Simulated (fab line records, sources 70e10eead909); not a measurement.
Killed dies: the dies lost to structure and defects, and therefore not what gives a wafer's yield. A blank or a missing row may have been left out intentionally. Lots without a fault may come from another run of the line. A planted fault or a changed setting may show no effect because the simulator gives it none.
The tool behind it: which one?    flow nand-harc    36 wafers from 12 lots sampled at 3 of the route's 1302 steps

WHAT THE GAUGES READ, wafer by wafer
NHARC_P_M2_OVL_MEAS_10: pitch 340 nm.
lot   measured      on          overlay-x-nm (nm)
L075  day 6 16:11   overlay-01  0.3 -0.2 -0.2
L077  day 7 13:55   overlay-01  -0.8 -0.4 0.0
L079  day 8 08:53   overlay-01  -0.3 -0.1 -1.1
L081  day 9 12:55   overlay-01  -0.3 0.1 0.0
L083  day 10 17:08  overlay-02  0.8 0.3 0.6
L084  day 11 01:25  overlay-02  0.2 0.7 0.6
L088  day 12 08:53  overlay-01  -0.1 -0.1 -0.2
L089  day 12 13:43  overlay-02  -0.6 -0.4 -0.6
L091  day 13 07:17  overlay-01  0.6 0.9 0.8
L093  day 14 05:44  overlay-01  0.8 1.1 1.1
L095  day 15 06:58  overlay-01  -1.5 -1.0 -1.7
L097  day 15 20:20  overlay-02  -0.4 -0.6 -0.1

EACH LOT AND THE TOOL THAT RAN IT (in order: tool; ch and the chambers of the sampled wafers; start)
lot   NHARC_P_M1_ETCH_28                             NHARC_P_M1_CMP_23
L075  rie-diel-11 ch 0,1,2, day 6 14:23 or earlier   cmp-01 ch 0,2, day 6 14:23
L077  rie-diel-11 ch 0,1,3, day 7 11:59 or earlier   cmp-01 ch 0,3, day 7 11:59
L079  rie-diel-11 ch 0,3, day 8 06:59 or earlier     cmp-02 ch 0,2,3, day 8 06:59
L081  rie-diel-11 ch 0,1, day 9 10:58 or earlier     cmp-03 ch 0,1,2, day 9 10:58
L083  rie-diel-13 ch 1,3, day 10 15:10 or earlier    cmp-01 ch 0,1, day 10 15:10
L084  rie-diel-11 ch 0,2,3, day 10 23:28 or earlier  cmp-02 ch 0,1, day 10 23:28
L088  rie-diel-11 ch 0,2,3, day 12 06:26 or earlier  cmp-02 ch 1,2,3, day 12 06:26
L089  rie-diel-11 ch 0,1,2, day 12 11:56 or earlier  cmp-02 ch 0,1,2, day 12 11:56
L091  rie-diel-13 ch 0,3, day 13 05:26 or earlier    cmp-02 ch 0,2, day 13 05:26
L093  rie-diel-11 ch 1,3, day 14 03:49 or earlier    cmp-01 ch 2,3, day 14 03:49
L095  rie-diel-13 ch 0,1,2, day 15 05:04 or earlier  cmp-01 ch 1,2,3, day 15 05:04
L097  rie-diel-11 ch 1,3, day 15 18:34 or earlier    cmp-02 ch 0,1,3, day 15 18:34
- NHARC_P_M1_ETCH_28: etches the open film in CF4/N2, target depth 30 nm, time 72.99 s.
- NHARC_P_M1_CMP_23: polishes, t overpolish 20 s, target thk 157.82 nm.

THE ANSWER, worked out from the rows above alone
Rule: the lots themselves supply what counts as usual. The widest of any qualifying gaps counts: lots, ordered by their means at a reading, are off when they make up no more than a third of the lots, leave a main group of 4 or more, and stand apart from it by 3 or more times the standard deviation of that group's means. If all means in a main group match to the digits the tables above print for the reading, that group is not used. A lot without any number at a reading at which 4 lots or more have one is off too. Any other lot the step has rows for is counted as sound.
No lot is off at any reading shown: from this, nothing can be told.

WHAT HAD BEEN PUT IN BY THE SIMULATOR
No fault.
